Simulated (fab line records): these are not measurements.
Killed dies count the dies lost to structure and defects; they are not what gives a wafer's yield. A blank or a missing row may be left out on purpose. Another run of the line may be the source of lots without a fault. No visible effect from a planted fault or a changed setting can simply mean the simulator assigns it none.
Chamber matching | flow n5 finfet | rie diel-02 running N5_MOL_CONTACT_COAG_ETCH_59: 4 sister chambers
The step etches underlayer in N2/H2, target depth 13 nm, time 10.4 s. 20 wafers are shown with their chamber, then 10 later ones without.

WAFERS PAIRED WITH THEIR CHAMBERS
wafer  | chamber | showerhead plenum p Torr (Torr) | rf vpp V (V) | throttle valve pct (%)
L074.1 | 2       | 2.69                            | 527.5        | 18.00
L074.3 | 3       | 2.45                            | 520.4        | 17.98
L074.5 | 0       | 2.44                            | 520.4        | 17.73
L079.1 | 1       | 2.65                            | 526.9        | 17.82
L079.3 | 3       | 2.45                            | 520.9        | 18.01
L079.4 | 2       | 2.69                            | 529.0        | 17.99
L080.3 | 0       | 2.43                            | 520.6        | 17.75
L080.4 | 1       | 2.65                            | 526.6        | 17.80
L080.5 | 3       | 2.45                            | 521.8        | 18.00
L081.1 | 3       | 2.45                            | 521.2        | 18.00
L081.2 | 0       | 2.43                            | 519.9        | 17.74
L081.4 | 2       | 2.69                            | 526.7        | 18.00
L086.3 | 1       | 2.64                            | 526.7        | 17.83
L086.5 | 2       | 2.68                            | 527.5        | 18.02
L086.6 | 1       | 2.64                            | 527.3        | 17.84
L090.3 | 1       | 2.64                            | 526.9        | 17.85
L090.5 | 3       | 2.44                            | 520.1        | 18.04
L090.6 | 0       | 2.42                            | 520.6        | 17.79
L091.1 | 0       | 2.42                            | 519.4        | 17.79
L091.2 | 2       | 2.68                            | 527.2        | 18.04

SIGNATURES (means of the wafers above)
reading                  | chamber 0 | chamber 1 | chamber 2 | chamber 3 | scatter within a chamber
showerhead plenum p Torr | 2.4280    | 2.6440    | 2.6860    | 2.4480    | 0.00612
rf vpp V                 | 520.180   | 526.880   | 527.580   | 520.880   | 0.618
throttle valve pct       | 17.7600   | 17.8280   | 18.0100   | 18.0060   | 0.0226
Rule: a wafer lies at a distance from a chamber equal to the root of the sum of squares, over the readings, of (its reading less the chamber's mean, divided by the reading's scatter). The wafer belongs to the nearest chamber; if the next one is less than 2 further off, it can't be placed. The scatter: take each reading less its chamber's mean, square it, sum over the shown wafers, divide by the number of wafers less the number of chambers, and take the root.

WAFERS WITHOUT THEIR CHAMBER
wafer  | showerhead plenum p Torr (Torr) | rf vpp V (V) | throttle valve pct (%)
L091.3 | 2.44                            | 520.7        | 18.06
L095.4 | 2.67                            | 526.0        | 18.06
L095.5 | 2.43                            | 522.3        | 18.04
L095.6 | 2.67                            | 526.1        | 18.06
L096.3 | 2.64                            | 526.9        | 17.86
L096.4 | 2.42                            | 520.9        | 17.80
L096.6 | 2.67                            | 527.3        | 18.06
L097.3 | 2.43                            | 520.2        | 18.06
L097.4 | 2.42                            | 520.7        | 17.82
L097.5 | 2.42                            | 520.4        | 17.81

CHAMBER TAKEN BY EACH
wafer  | from the rows above | in truth
L091.3 | 3                   | 3
L095.4 | 2                   | 2
L095.5 | 3                   | 3
L095.6 | 2                   | 2
L096.3 | 1                   | 1
L096.4 | 0                   | 0
L096.6 | 2                   | 2
L097.3 | 3                   | 3
L097.4 | 0                   | 0
L097.5 | 0                   | 0
Correctly placed: 10 of 10. From these rows, 0 cannot be placed. 0 placed wrongly.
